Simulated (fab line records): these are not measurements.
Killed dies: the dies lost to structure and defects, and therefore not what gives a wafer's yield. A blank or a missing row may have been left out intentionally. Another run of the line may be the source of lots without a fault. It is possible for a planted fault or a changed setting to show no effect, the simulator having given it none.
What tool caused it?    flow n5-finfet    8 lots with 24 wafers sampled at 8 steps, on a route of 1938 steps

## WHAT EACH GAUGE READ, for each wafer
N5_BEOL_M0_SAQP_THK_MEAS_05. Usual: 59.9 nm for thk-nm, sd 0.73.
lot   measured      on             thk-nm (nm)     flag
L830  day 5 17:17   film-metro-01  58.2 59.5 60.0  
L832  day 5 20:01   film-metro-01  59.6 59.1 60.8  
L836  day 7 00:20   film-metro-02  59.8 61.4 60.9  
L837  day 7 04:25   film-metro-02  60.0 59.7 60.4  
L840  day 7 23:08   film-metro-02  60.1 60.5 59.5  
L847  day 9 19:41   film-metro-01  59.5 59.7 60.7  
L851  day 10 21:22  film-metro-02  59.8 59.3 60.1  
L852  day 11 02:58  film-metro-02  59.6 60.3 60.1  

N5_BEOL_M0_SAQP_INSPECT_16: inspects for defects (brightfield). Usual: 449 for raw-defect-count, sd 100.
lot   measured      on                 raw-defect-count  flag
L830  day 5 17:50   defect-inspect-02  502 473 550       
L832  day 5 20:34   defect-inspect-02  360 323 327       
L836  day 7 00:45   defect-inspect-02  372 598 328       
L837  day 7 04:56   defect-inspect-02  397 438 549       
L840  day 7 23:40   defect-inspect-01  1312 520 477      OFF
L847  day 9 20:14   defect-inspect-01  690 607 536       
L851  day 10 21:47  defect-inspect-01  414 483 479       
L852  day 11 03:31  defect-inspect-02  472 468 415       

N5_BEOL_M0_SAQP_INSPECT_42: inspects for defects (brightfield). Usual: 266 for raw-defect-count, sd 84.
lot   measured      on                 raw-defect-count  flag
L830  day 5 21:56   defect-inspect-02  295 293 245       
L832  day 6 01:19   defect-inspect-01  194 132 180       
L836  day 7 06:37   defect-inspect-01  197 179 171       
L837  day 7 13:46   defect-inspect-02  289 243 294       
L840  day 8 03:33   defect-inspect-01  1167 236 191      OFF
L847  day 10 00:11  defect-inspect-01  410 407 340       
L851  day 11 02:02  defect-inspect-01  354 383 239       
L852  day 11 07:42  defect-inspect-02  202 296 317       

N5_BEOL_M0_CUTY_INSPECT_59: inspects for defects (macro). Usual: 2.0 for raw-defect-count, sd 1.4.
lot   measured      on                 raw-defect-count  flag
L830  day 5 23:31   defect-inspect-02  3 5 3             
L832  day 6 02:56   defect-inspect-01  1 3 2             
L836  day 7 09:15   defect-inspect-01  2 4 3             
L837  day 7 15:20   defect-inspect-01  1 3 2             
L840  day 8 04:56   defect-inspect-02  >300 5 1          
L847  day 10 01:47  defect-inspect-02  3 2 1             
L851  day 11 03:22  defect-inspect-01  2 3 3             
L852  day 11 09:00  defect-inspect-01  2 4 1             

N5_BEOL_M4_RC_MEAS_101. Usual: DIBL_N 36.4 mV/V, standard deviation 1.4; DIBL_P 36.3 mV/V, standard deviation 1.5; IOFF_N 0.162 nA/um, standard deviation 0.023; IOFF_P 0.211 nA/um, standard deviation 0.027; ION_N 676 uA/um, standard deviation 9.7; ION_P 463 uA/um, standard deviation 6.4; SS_N 71.5 mV/dec, standard deviation 0.5; SS_P 73.3 mV/dec, standard deviation 0.6; VT_N 249.3 mV, standard deviation 2.5; VT_P -249.9 mV, standard deviation 2.8.
lot   measured      on         DIBL_N (mV/V)   DIBL_P (mV/V)   IOFF_N (nA/um)     IOFF_P (nA/um)     ION_N (uA/um)  ION_P (uA/um)  SS_N (mV/dec)   SS_P (mV/dec)   VT_N (mV)          VT_P (mV)             flag
L830  day 8 03:00   prober-02  38.5 37.3 37.8  37.2 36.1 36.4  0.193 0.166 0.186  0.238 0.221 0.228  675 675 676    461 467 459    72.4 71.7 72.4  73.6 73.4 74.0  249.0 249.5 248.0  -247.1 -250.3 -248.3  
L832  day 8 05:42   prober-02  36.4 37.6 36.8  35.9 36.8 35.5  0.157 0.184 0.168  0.212 0.222 0.214  680 685 683    470 468 468    70.9 71.6 71.6  73.2 73.4 72.8  248.7 247.1 247.9  -249.4 -247.8 -248.2  
L836  day 9 05:01   prober-02  35.4 36.2 33.2  36.3 37.1 33.3  0.174 0.183 0.131  0.253 0.274 0.208  677 678 675    470 472 471    71.4 71.1 71.1  73.0 73.0 72.1  247.8 246.7 250.9  -245.6 -242.0 -245.3  
L837  day 9 20:55   prober-01  33.7 36.4 37.4  33.6 36.3 38.2  0.121 0.162 0.174  0.176 0.223 0.237  664 671 670    462 461 458    70.7 70.9 71.6  72.0 72.7 73.3  253.4 249.2 249.3  -253.6 -250.1 -247.8  
L840  day 10 17:31  prober-02  35.0 35.8 35.3  36.0 36.0 36.2  0.133 0.146 0.143  0.176 0.171 0.181  668 657 675    463 446 459    71.6 71.3 71.8  73.2 72.7 73.3  250.4 252.2 248.1  -252.8 -252.0 -255.4  
L847  day 11 22:46  prober-02  34.5 36.7 37.1  34.5 37.4 37.9  0.114 0.153 0.167  0.160 0.189 0.222  675 671 683    458 455 460    70.7 71.2 71.2  72.1 73.1 73.3  257.0 250.9 250.9  -254.2 -253.6 -250.4  
L851  day 13 06:31  prober-01  37.0 37.3 36.8  36.4 36.7 36.8  0.156 0.175 0.174  0.200 0.210 0.204  667 675 687    459 459 470    72.0 71.3 71.8  74.1 74.1 74.6  250.4 249.3 245.5  -252.9 -251.6 -251.3  
L852  day 13 08:16  prober-01  36.9 40.8 38.4  36.1 42.2 38.3  0.163 0.254 0.188  0.192 0.309 0.240  676 706 699    459 473 472    71.7 72.2 71.9  73.5 75.0 74.3  249.4 244.1 248.1  -251.9 -243.8 -250.8  

## TOOL THAT RAN EACH LOT (tool first, then ch and the chambers of the sampled wafers, then the start)
lot   N5_MOL_CONTACT_COAG_CMP_52     N5_BEOL_M0_SAQP_PECVD_96        N5_BEOL_M0_SAQP_HM_DEP_111
L830  cmp-03 ch 1,2, day 5 09:35     pecvd-01 ch 1,2, day 5 17:06    pecvd-04 ch 0,2, day 5 17:20
L832  cmp-03 ch 0,1,2, day 5 14:58   pecvd-04 ch 0,1, day 5 19:50    pecvd-01 ch 0,1,2, day 5 20:04
L836  cmp-04 ch 1,3, day 6 19:01     pecvd-04 ch 0,2, day 7 00:10    pecvd-01 ch 0,1, day 7 00:23
L837  cmp-01 ch 0,1,2, day 6 21:27   pecvd-02 ch 0,1,2, day 7 04:15  pecvd-04 ch 0,1,2, day 7 04:28
L840  cmp-03 ch 0,1,2, day 7 18:47   pecvd-04 ch 0,1,2, day 7 22:57  pecvd-01 ch 0,1,2, day 7 23:10
L847  cmp-03 ch 0,1, day 9 14:23     pecvd-01 ch 0,1,2, day 9 19:31  pecvd-02 ch 0,2, day 9 19:44
L851  cmp-04 ch 0,2,3, day 10 15:02  pecvd-04 ch 0,2, day 10 21:11   pecvd-02 ch 0,1,2, day 10 21:24
L852  cmp-04 ch 0,1,3, day 10 22:48  pecvd-02 ch 0,2, day 11 02:47   pecvd-04 ch 0,1,2, day 11 03:01
- N5_MOL_CONTACT_COAG_CMP_52: polishes, stops on SiO2, t overpolish 1.5 s, target thk 66.5 nm.
- N5_BEOL_M0_SAQP_PECVD_96: deposits a-Si from SiH4/He, target thk 45 nm, time 45.2 s.
- N5_BEOL_M0_SAQP_HM_DEP_111: deposits SiO2 from SiH4/N2O, target thk 12 nm, time 7.2 s.

## AS READ BY THE TOOLS THEMSELVES (means over the sampled wafers that have a number; for cases with no such wafer, the mark the record gives instead)
N5_MOL_CONTACT_COAG_CMP_52. Usual: motor-current-A 11.9 A, standard deviation 0.74; overpolish-run-s 1.500 s, standard deviation 0.0092; slurry-flow-ml-min 150.0, standard deviation 0.44; time-to-endpoint-s 13.7 s, standard deviation 1.9.
lot   tool    motor-current-A (A)  overpolish-run-s (s)  slurry-flow-ml-min  time-to-endpoint-s (s)  flag
L830  cmp-03  11.8                 1.503                 150.0               15.5                    
L832  cmp-03  11.6                 1.500                 150.1               14.1                    
L836  cmp-04  12.2                 1.506                 150.0               14.2                    
L837  cmp-01  11.8                 1.501                 150.4               12.1                    
L840  cmp-03  11.9                 1.501                 149.7               14.4                    
L847  cmp-03  11.2                 1.496                 149.7               14.8                    
L851  cmp-04  12.3                 1.504                 150.2               13.8                    
L852  cmp-04  12.3                 1.497                 150.3               13.6                    

N5_BEOL_M0_SAQP_PECVD_96. Usual: heater-power-w 696 W, standard deviation 68; showerhead-plenum-p-Torr 5.67 Torr, standard deviation 0.039; throttle-valve-pct 17.9 %, standard deviation 0.55.
lot   tool      heater-power-w (W)  showerhead-plenum-p-Torr (Torr)  throttle-valve-pct (%)  flag
L830  pecvd-01  709                 5.65                             17.2                    
L832  pecvd-04  759                 5.67                             18.2                    
L836  pecvd-04  776                 5.69                             17.8                    
L837  pecvd-02  699                 5.69                             18.1                    
L840  pecvd-04  711                 5.66                             18.1                    
L847  pecvd-01  709                 5.65                             17.7                    
L851  pecvd-04  820                 5.69                             17.6                    
L852  pecvd-02  707                 5.73                             18.2                    

N5_BEOL_M0_SAQP_HM_DEP_111. Usual: heater-power-w 860 W, standard deviation 76; showerhead-plenum-p-Torr 8.14 Torr, standard deviation 0.087.
lot   tool      heater-power-w (W)  showerhead-plenum-p-Torr (Torr)  flag
L830  pecvd-04  909                 8.21                             
L832  pecvd-01  864                 8.11                             
L836  pecvd-01  910                 8.12                             
L837  pecvd-04  871                 8.15                             
L840  pecvd-01  879                 8.10                             
L847  pecvd-02  856                 8.29                             
L851  pecvd-02  841                 8.21                             
L852  pecvd-04  871                 8.13                             

## THE ANSWER, worked out from the rows above alone
Rule: a lot is off if the mean of its wafers that have a number lies more than 3 standard deviations from the usual mean. Also off: a lot with no number at a reading for which 4 or more lots have one. The other lots that the step has rows for count as sound. First the gauges in route order, then the tools' own readings, where a lot's mean is used as printed above. The first step at which some lot is off is used, and at that step the reading that is off furthest; a lot without a number counts as furthest.
Off: L840, at N5_BEOL_M0_SAQP_INSPECT_16 (raw-defect-count).
A tool fits if, at a process step before that reading, it ran every lot that is off, and no sound lot after the first of them. Gauges at N5_BEOL_M0_SAQP_INSPECT_16: tried the same way as those tools. One fits: pecvd-01 at N5_BEOL_M0_SAQP_HM_DEP_111. Its last sound lot is L836 (day 7 00:23), its first lot that is off L840 (day 7 23:10): a fault that began between those two fits.

## WHAT THE SIMULATOR HAD PUT IN
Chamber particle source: pecvd-01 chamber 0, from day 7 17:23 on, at N5_BEOL_M0_SAQP_HM_DEP_111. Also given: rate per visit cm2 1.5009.
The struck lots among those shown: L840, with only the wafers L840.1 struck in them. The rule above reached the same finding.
